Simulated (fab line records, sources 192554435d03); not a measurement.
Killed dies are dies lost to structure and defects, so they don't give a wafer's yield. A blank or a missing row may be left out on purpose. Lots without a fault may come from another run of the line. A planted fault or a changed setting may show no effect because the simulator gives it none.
Chamber matching | flow n5_finfet | N5_SD_EPI_N_DESCUM_14 on rie_diel-02: 4 sister chambers
The step chemistry O2, time 7.9 s. 20 wafers are shown with their chamber, then 10 later ones without.

WAFERS WITH THEIR CHAMBER
wafer  | chamber | drypump_motor_current_A (A) | showerhead_plenum_p_Torr (Torr) | throttle_valve_pct (%)
L075.2 | 1       | 5.9                         | 2.17                            | 20.59
L075.3 | 0       | 5.6                         | 2.10                            | 20.35
L075.4 | 3       | 5.6                         | 2.09                            | 20.81
L078.2 | 0       | 5.6                         | 2.10                            | 20.36
L078.3 | 1       | 5.9                         | 2.17                            | 20.60
L078.6 | 3       | 5.6                         | 2.09                            | 20.82
L080.2 | 1       | 5.9                         | 2.17                            | 20.59
L080.3 | 2       | 5.4                         | 2.06                            | 20.21
L080.6 | 2       | 5.4                         | 2.06                            | 20.19
L081.1 | 2       | 5.4                         | 2.06                            | 20.22
L081.3 | 3       | 5.6                         | 2.08                            | 20.85
L081.6 | 1       | 5.9                         | 2.17                            | 20.61
L084.2 | 3       | 5.6                         | 2.08                            | 20.86
L084.3 | 2       | 5.4                         | 2.06                            | 20.22
L084.6 | 0       | 5.5                         | 2.09                            | 20.39
L085.1 | 2       | 5.4                         | 2.06                            | 20.21
L085.2 | 1       | 5.9                         | 2.17                            | 20.62
L085.3 | 0       | 5.6                         | 2.09                            | 20.40
L086.3 | 0       | 5.6                         | 2.09                            | 20.39
L086.5 | 1       | 5.9                         | 2.17                            | 20.63

SIGNATURES (means of the wafers above)
reading                  | chamber 0 | chamber 1 | chamber 2 | chamber 3 | scatter within a chamber
drypump_motor_current_A  | 5.580     | 5.900     | 5.400     | 5.600     | 0.0224
showerhead_plenum_p_Torr | 2.0940    | 2.1700    | 2.0600    | 2.0850    | 0.00371
throttle_valve_pct       | 20.3780   | 20.6067   | 20.2100   | 20.8350   | 0.0186
Rule: a wafer's distance from a chamber is the root of the sum, over the readings, of the square of ((its reading less the chamber's mean) divided by the reading's scatter). The wafer belongs to the nearest chamber; if the next one is less than 2 further off, it can't be placed. The scatter: the root of (the sum of the squares of (reading less its chamber's mean) over the shown wafers, divided by (wafers less chambers)).

WAFERS WITHOUT THEIR CHAMBER
wafer  | drypump_motor_current_A (A) | showerhead_plenum_p_Torr (Torr) | throttle_valve_pct (%)
L086.6 | 5.6                         | 2.09                            | 20.39
L087.3 | 5.6                         | 2.08                            | 20.88
L087.4 | 5.5                         | 2.09                            | 20.40
L087.5 | 5.9                         | 2.17                            | 20.62
L088.1 | 5.6                         | 2.09                            | 20.40
L088.4 | 5.6                         | 2.08                            | 20.86
L088.5 | 5.4                         | 2.06                            | 20.23
L094.1 | 5.6                         | 2.09                            | 20.41
L094.2 | 5.6                         | 2.07                            | 20.89
L094.4 | 5.9                         | 2.16                            | 20.65

WHICH CHAMBER EACH WENT THROUGH
wafer  | from the rows above | in truth
L086.6 | 0                   | 0
L087.3 | 3                   | 3
L087.4 | 0                   | 0
L087.5 | 1                   | 1
L088.1 | 0                   | 0
L088.4 | 3                   | 3
L088.5 | 2                   | 2
L094.1 | 0                   | 0
L094.2 | 3                   | 3
L094.4 | 1                   | 1
Placed correctly: 10 of 10. Can't be placed from these rows: 0. Placed wrongly: 0.
